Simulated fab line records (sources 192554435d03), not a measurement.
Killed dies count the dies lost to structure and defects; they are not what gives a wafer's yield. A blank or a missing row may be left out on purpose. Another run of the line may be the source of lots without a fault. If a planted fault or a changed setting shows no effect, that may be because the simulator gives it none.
Which tool was responsible? -- flow n5Finfet -- 27 wafers from 9 lots sampled at 6 of the route's 1938 steps

## WHAT EACH GAUGE READ, for each wafer
N5_BEOL_M0_RS_MEAS_126: measurement is done with a four-point probe.
lot,measured,on,M0_RS (ohm/sq)
L522,day 6 13:05,filmMetro-01,0.535 0.537 0.533
L523,day 6 19:58,filmMetro-01,0.533 0.535 0.536
L526,day 7 02:39,filmMetro-01,0.524 0.537 0.512
L528,day 8 07:41,filmMetro-02,0.546 0.526 0.520
L532,day 9 04:40,filmMetro-01,0.525 0.529 0.526
L533,day 9 10:31,filmMetro-02,0.519 0.527 0.524
L536,day 10 01:19,filmMetro-01,0.527 0.534 0.520
L539,day 10 21:14,filmMetro-01,0.532 0.496 0.507
L542,day 11 11:18,filmMetro-02,0.524 0.522 0.524

N5_BEOL_M1_OVL_MEAS_12.
lot,measured,on,M1_OVL (nm)
L522,day 6 15:46,overlay-02,-0.1 -0.1 -0.1
L523,day 6 22:34,overlay-01,-0.5 -1.4 0.1
L526,day 7 06:10,overlay-01,-1.1 -0.3 0.1
L528,day 8 08:58,overlay-01,1.0 0.7 0.7
L532,day 9 05:20,overlay-01,-0.4 0.4 0.4
L533,day 9 12:23,overlay-01,-0.3 -0.7 -0.5
L536,day 10 02:47,overlay-01,7.3 7.9 7.6
L539,day 10 22:08,overlay-02,7.9 7.5 7.3
L542,day 11 13:16,overlay-02,-0.7 -1.1 -0.8

N5_BEOL_M4_RC_MEAS_101.
lot,measured,on,DIBL_N (mV/V),DIBL_P (mV/V),IOFF_N (nA/um),IOFF_P (nA/um),ION_N (uA/um),ION_P (uA/um),SS_N (mV/dec),SS_P (mV/dec),VT_N (mV),VT_P (mV)
L522,day 8 04:02,prober-02,36.6 36.5 37.0,35.3 34.2 35.8,0.157 0.150 0.172,0.211 0.201 0.227,666 667 672,463 459 464,71.3 72.1 71.7,72.8 73.1 73.0,249.4 252.6 248.8,-248.3 -251.7 -248.0
L523,day 9 02:45,prober-01,35.1 34.0 35.6,36.3 34.5 37.5,0.140 0.123 0.162,0.184 0.166 0.199,657 662 678,452 454 459,71.0 71.6 71.6,72.7 72.7 73.4,250.2 251.7 249.5,-253.4 -255.6 -253.3
L526,day 9 13:40,prober-01,37.4 37.9 36.1,37.3 38.3 36.5,0.179 0.193 0.152,0.263 0.274 0.238,691 672 689,480 466 474,71.8 72.1 71.8,73.7 74.0 73.6,247.9 243.3 246.9,-244.0 -242.7 -246.4
L528,day 10 09:23,prober-02,34.4 36.3 35.7,35.5 37.5 36.6,0.140 0.174 0.159,0.198 0.229 0.215,668 675 668,457 464 458,71.3 71.7 71.5,72.5 73.4 73.4,252.3 248.8 250.5,-248.4 -248.3 -249.8
L532,day 10 17:22,prober-02,38.5 36.8 35.9,39.1 37.5 35.4,0.217 0.172 0.151,0.266 0.242 0.201,692 673 667,470 459 456,72.3 72.2 71.6,74.8 74.5 73.4,247.0 250.8 251.7,-248.6 -247.8 -251.3
L533,day 11 07:54,prober-02,37.8 36.2 37.2,36.6 35.0 35.5,0.164 0.148 0.161,0.201 0.183 0.202,673 663 663,456 451 451,71.4 71.5 72.0,73.5 73.3 73.1,248.8 250.9 250.2,-251.1 -253.0 -249.0
L536,day 11 19:55,prober-02,36.7 35.7 34.9,37.1 36.7 35.7,0.162 0.147 0.131,0.224 0.218 0.195,672 673 666,470 466 462,71.6 71.1 71.6,73.3 73.3 73.3,249.7 252.8 253.9,-247.1 -246.9 -247.2
L539,day 12 16:58,prober-01,33.7 32.4 34.8,35.5 33.5 36.5,0.131 0.114 0.151,0.181 0.160 0.200,664 662 660,458 455 454,71.2 71.1 70.9,72.7 72.2 73.3,252.4 254.5 249.7,-252.3 -253.9 -249.8
L542,day 13 12:11,prober-01,36.0 37.5 36.9,36.4 38.9 38.2,0.163 0.194 0.180,0.219 0.256 0.244,675 671 674,461 460 465,71.3 71.9 71.4,73.2 73.7 73.9,246.9 245.0 247.3,-248.3 -248.7 -248.9

## EACH LOT AND THE TOOL THAT RAN IT (in order: tool; ch and the chambers of the sampled wafers; start)
lot,N5_BEOL_M0_ANNEAL_119,N5_BEOL_M1_PECVD_72,N5_BEOL_M1_EXPOSE_08
L522,"rtpAnneal-01 ch 0, day 6 12:05","pecvd-03 ch 0,1,2, day 6 13:15","euvScanner-01 ch 0, day 6 15:37"
L523,"rtpAnneal-01 ch 0, day 6 19:05","pecvd-02 ch 0,1,2, day 6 20:08","euvScanner-02 ch 0, day 6 22:25"
L526,"rtpAnneal-01 ch 0, day 7 01:49","pecvd-01 ch 1,2, day 7 02:49","euvScanner-02 ch 0, day 7 06:01"
L528,"rtpAnneal-02 ch 0, day 8 06:53","pecvd-02 ch 0,1,2, day 8 07:52","euvScanner-02 ch 0, day 8 08:49"
L532,"rtpAnneal-02 ch 0, day 9 03:52","pecvd-03 ch 0,1, day 9 04:51","euvScanner-01 ch 0, day 9 05:11"
L533,"rtpAnneal-02 ch 0, day 9 09:40","pecvd-02 ch 0,2, day 9 10:41","euvScanner-01 ch 0, day 9 12:13"
L536,"rtpAnneal-01 ch 0, day 10 00:26","pecvd-03 ch 1,2, day 10 01:29","euvScanner-02 ch 0, day 10 02:38"
L539,"rtpAnneal-01 ch 0, day 10 20:23","pecvd-01 ch 1,2, day 10 21:25","euvScanner-02 ch 0, day 10 21:58"
L542,"rtpAnneal-01 ch 0, day 11 10:29","pecvd-01 ch 1,2, day 11 11:28","euvScanner-01 ch 0, day 11 13:07"
- N5_BEOL_M0_ANNEAL_119: time 90 s.
- N5_BEOL_M1_PECVD_72: deposits SiO2 from TEOS/O2, target thk 16 nm, time 18 s.
- N5_BEOL_M1_EXPOSE_08: exposes mask M1.

## AS READ BY THE TOOLS THEMSELVES (means over the sampled wafers that have a number; for cases with no such wafer, the mark the record gives instead)
N5_BEOL_M0_ANNEAL_119.
lot,tool,wafer_temp_C_max
L522,rtpAnneal-01,225.9
L523,rtpAnneal-01,226.2
L526,rtpAnneal-01,226.2
L528,rtpAnneal-02,225.8
L532,rtpAnneal-02,225.9
L533,rtpAnneal-02,225.5
L536,rtpAnneal-01,226.0
L539,rtpAnneal-01,226.0
L542,rtpAnneal-01,226.2

N5_BEOL_M1_PECVD_72.
lot,tool,chamberPressureTorr (Torr),heaterPowerW (W),showerheadPlenumPTorr (Torr),susceptorTempC (C),throttleValvePct (%)
L522,pecvd-03,5.488,665,8.75,400.05,21.5
L523,pecvd-02,5.502,663,8.75,400.01,22.2
L526,pecvd-01,5.499,553,8.81,399.99,22.3
L528,pecvd-02,5.499,654,8.75,399.98,22.2
L532,pecvd-03,5.494,615,8.77,399.96,21.9
L533,pecvd-02,5.505,673,8.75,400.08,21.6
L536,pecvd-03,5.506,657,8.75,399.98,21.5
L539,pecvd-01,5.494,545,8.80,400.18,22.2
L542,pecvd-01,5.500,525,8.81,399.99,22.4

N5_BEOL_M1_EXPOSE_08.
lot,tool,focusOffsetNm (nm)
L522,euvScanner-01,0.4
L523,euvScanner-02,0.3
L526,euvScanner-02,-0.2
L528,euvScanner-02,-0.3
L532,euvScanner-01,0.3
L533,euvScanner-01,0.4
L536,euvScanner-02,-0.1
L539,euvScanner-02,-0.4
L542,euvScanner-01,0.1

## THE ANSWER, worked out from the rows above alone
Rule: the usual values come from the lots themselves. The widest of any qualifying gaps counts: lots, ordered by their means at a reading, are off when they make up no more than a third of the lots, leave a main group of 4 or more, and stand apart from it by 3 or more times the standard deviation of that group's means. A main group is skipped when, at the precision printed for the reading in the tables above, its means are all equal. A lot without any number at a reading at which 4 lots or more have one is off too. Where the step has rows for the other lots, those lots are counted as sound. After the gauges, taken in route order, come the tools' own readings; for these a lot's mean is taken, as printed above. The first step at which some lot is off is used, and at that step the reading that is off furthest; a lot without a number counts as furthest.
Off: L536, L539, at N5_BEOL_M1_OVL_MEAS_12 (M1_OVL). Main group: mean -0.2 nm, sd 0.52.
A tool fits if, at a process step before that reading, it ran every lot that is off, and no sound lot after the first of them. Those tools and the gauges at N5_BEOL_M1_OVL_MEAS_12 are tried in the same way. One fits: euvScanner-02 at N5_BEOL_M1_EXPOSE_08. Its last sound lot is L528 (day 8 08:49), its first lot that is off L536 (day 10 02:38): a fault that began between those two fits.

## WHAT THE SIMULATOR HAD PUT IN
Scanner matching overlay: euvScanner-02, from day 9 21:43 on, at N5_BEOL_M1_EXPOSE_08. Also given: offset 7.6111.
Shown lots that were struck: L536, L539. The rule given above showed the same thing.
